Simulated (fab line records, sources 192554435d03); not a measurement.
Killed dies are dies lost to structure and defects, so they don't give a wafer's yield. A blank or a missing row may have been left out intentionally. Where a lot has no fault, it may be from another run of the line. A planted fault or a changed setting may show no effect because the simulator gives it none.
The tool behind it: which one? | flow n5_finfet | Sampling: 11 lots, 33 wafers, 4 of 1938 route steps

WHAT THE GAUGES SHOWED, per wafer
Not one reading of a measure or inspect step in the record can be checked against a usual standard deviation.

TOOL THAT RAN EACH LOT (tool first, then ch and the chambers of the sampled wafers, then the start)
lot  | N5_BEOL_M14_ETCH_38                           | N5_BEOL_M14_PRE_CLEAN_42     | N5_BEOL_M15_ANNEAL_48            | N5_MIM_TOP_SPUTTER_03
L696 | rie_diel-04 ch 2,3, day 13 12:37 or earlier   | pvd_sputter-03, day 13 12:37 | rtp_anneal-01 ch 0, day 13 21:07 | pvd_sputter-02, day 14 02:11
L699 | rie_diel-04 ch 0,2,3, day 14 03:41 or earlier | pvd_sputter-01, day 14 03:41 | rtp_anneal-01 ch 0, day 14 11:46 | pvd_sputter-02, day 14 14:32
L701 | rie_diel-04 ch 0,1,3, day 14 06:01 or earlier | pvd_sputter-03, day 14 06:01 | rtp_anneal-01 ch 0, day 14 12:23 | pvd_sputter-02, day 14 16:10
L702 | rie_diel-01 ch 0,1,3, day 14 07:06 or earlier | pvd_sputter-03, day 14 07:06 | rtp_anneal-02 ch 0, day 14 14:29 | pvd_sputter-03, day 14 18:53
L700 | rie_diel-01 ch 0,1,2, day 14 07:16 or earlier | pvd_sputter-02, day 14 07:16 | rtp_anneal-02 ch 0, day 14 14:53 | pvd_sputter-01, day 14 19:40
L706 | rie_diel-04 ch 1,2,3, day 15 17:29 or earlier | pvd_sputter-03, day 15 17:29 | rtp_anneal-02 ch 0, day 16 01:32 | pvd_sputter-01, day 16 05:18
L711 | rie_diel-03 ch 1,2, day 17 03:11 or earlier   | pvd_sputter-01, day 17 03:11 | rtp_anneal-02 ch 0, day 17 10:56 | pvd_sputter-02, day 17 16:08
L714 | rie_diel-01 ch 0,2,3, day 17 08:35 or earlier | pvd_sputter-01, day 17 08:35 | rtp_anneal-01 ch 0, day 17 14:13 | pvd_sputter-02, day 17 19:27
L716 | rie_diel-04 ch 2,3, day 18 12:36 or earlier   | pvd_sputter-01, day 18 12:36 | rtp_anneal-01 ch 0, day 18 18:37 | pvd_sputter-01, day 18 22:53
L717 | rie_diel-01 ch 1,2,3, day 18 12:47 or earlier | pvd_sputter-03, day 18 12:47 | rtp_anneal-01 ch 0, day 18 18:23 | pvd_sputter-03, day 18 22:44
L718 | rie_diel-03 ch 1,3, day 19 11:22 or earlier   | pvd_sputter-03, day 19 11:22 | rtp_anneal-02 ch 0, day 19 18:49 | pvd_sputter-02, day 19 23:47
- N5_BEOL_M14_ETCH_38: etches SiCN in CF4/N2, target depth 106.5 nm, time 120.6 s.
- N5_BEOL_M14_PRE_CLEAN_42: time 30 s.
- N5_BEOL_M15_ANNEAL_48: time 90 s.
- N5_MIM_TOP_SPUTTER_03: material TiN, target thk 35 nm, time 89.7 s.

AS READ BY THE TOOLS THEMSELVES (means over the sampled wafers that have a number; for cases with no such wafer, the mark the record gives instead)
N5_BEOL_M14_ETCH_38.
lot  | tool        | drypump_motor_current_A (A) | oes_product_au (a.u.) | rf_vpp_V (V) | showerhead_plenum_p_Torr (Torr) | throttle_valve_pct (%)
L696 | rie_diel-04 | 6.1                         | 0.81                  | 382.4        | 2.25                            | 15.33
L699 | rie_diel-04 | 5.8                         | 0.82                  | 382.5        | 2.23                            | 15.36
L701 | rie_diel-04 | 5.5                         | 0.85                  | 383.8        | 2.27                            | 15.31
L702 | rie_diel-01 | 5.7                         | 0.80                  | 382.7        | 2.23                            | 15.44
L700 | rie_diel-01 | 5.4                         | 0.81                  | 385.4        | 2.29                            | 15.37
L706 | rie_diel-04 | 5.8                         | 0.80                  | 383.4        | 2.28                            | 15.31
L711 | rie_diel-03 | 5.7                         | 0.88                  | 385.5        | 2.33                            | 15.34
L714 | rie_diel-01 | 5.8                         | 0.78                  | 382.2        | 2.22                            | 15.46
L716 | rie_diel-04 | 6.1                         | 0.76                  | 382.8        | 2.23                            | 15.41
L717 | rie_diel-01 | 5.6                         | 0.79                  | 382.8        | 2.25                            | 15.48
L718 | rie_diel-03 | 5.4                         | 0.88                  | 383.9        | 2.27                            | 15.42

N5_BEOL_M14_PRE_CLEAN_42.
lot  | tool           | heater_power_w (W)
L696 | pvd_sputter-03 | 468
L699 | pvd_sputter-01 | 444
L701 | pvd_sputter-03 | 460
L702 | pvd_sputter-03 | 440
L700 | pvd_sputter-02 | 459
L706 | pvd_sputter-03 | 462
L711 | pvd_sputter-01 | 427
L714 | pvd_sputter-01 | 449
L716 | pvd_sputter-01 | 444
L717 | pvd_sputter-03 | 451
L718 | pvd_sputter-03 | 450

N5_BEOL_M15_ANNEAL_48.
lot  | tool          | wafer_temp_C_max
L696 | rtp_anneal-01 | 225.79
L699 | rtp_anneal-01 | 225.71
L701 | rtp_anneal-01 | 225.59
L702 | rtp_anneal-02 | 225.82
L700 | rtp_anneal-02 | 225.59
L706 | rtp_anneal-02 | 208.98
L711 | rtp_anneal-02 | 208.99
L714 | rtp_anneal-01 | 225.63
L716 | rtp_anneal-01 | 225.61
L717 | rtp_anneal-01 | 225.63
L718 | rtp_anneal-02 | 225.70

N5_MIM_TOP_SPUTTER_03.
lot  | tool           | throttle_valve_pct (%)
L696 | pvd_sputter-02 | 30.3
L699 | pvd_sputter-02 | 30.2
L701 | pvd_sputter-02 | 30.4
L702 | pvd_sputter-03 | 30.3
L700 | pvd_sputter-01 | 31.0
L706 | pvd_sputter-01 | 30.9
L711 | pvd_sputter-02 | 30.2
L714 | pvd_sputter-02 | 30.4
L716 | pvd_sputter-01 | 31.0
L717 | pvd_sputter-03 | 30.4
L718 | pvd_sputter-02 | 30.1

THE ANSWER, worked out from the rows above alone
Rule: the usual values come from the lots themselves. Put in order of their means at a reading, lots are off if they are a third of the lots or fewer, leave a main group of 4 or more, and stand apart from it by a gap of 3 or more times the standard deviation of the main group's means; of several such gaps the widest counts. Not used: any main group whose means are identical at the precision the tables above print for the reading. A lot without any number at a reading at which 4 lots or more have one is off too. Where the step has rows for the other lots, those lots are counted as sound. After the gauges, taken in route order, come the tools' own readings; for these a lot's mean is taken, as printed above. At the first step where some lot is off, the reading lying furthest off is the one used; lots without a number count as furthest.
Off: L706, L711, at N5_BEOL_M15_ANNEAL_48 (wafer_temp_C_max). The main group has a mean of 225.67 with a standard deviation of 0.081.
If a tool, at that step or one of the process steps before it, ran each lot that is off and ran no sound lot following the first of them, it fits. N5_BEOL_M14_ETCH_38: start missing for some lots; hours and lot order therefore follow N5_BEOL_M14_PRE_CLEAN_42. Of those tried, none fits.

WHAT THE SIMULATOR PUT IN
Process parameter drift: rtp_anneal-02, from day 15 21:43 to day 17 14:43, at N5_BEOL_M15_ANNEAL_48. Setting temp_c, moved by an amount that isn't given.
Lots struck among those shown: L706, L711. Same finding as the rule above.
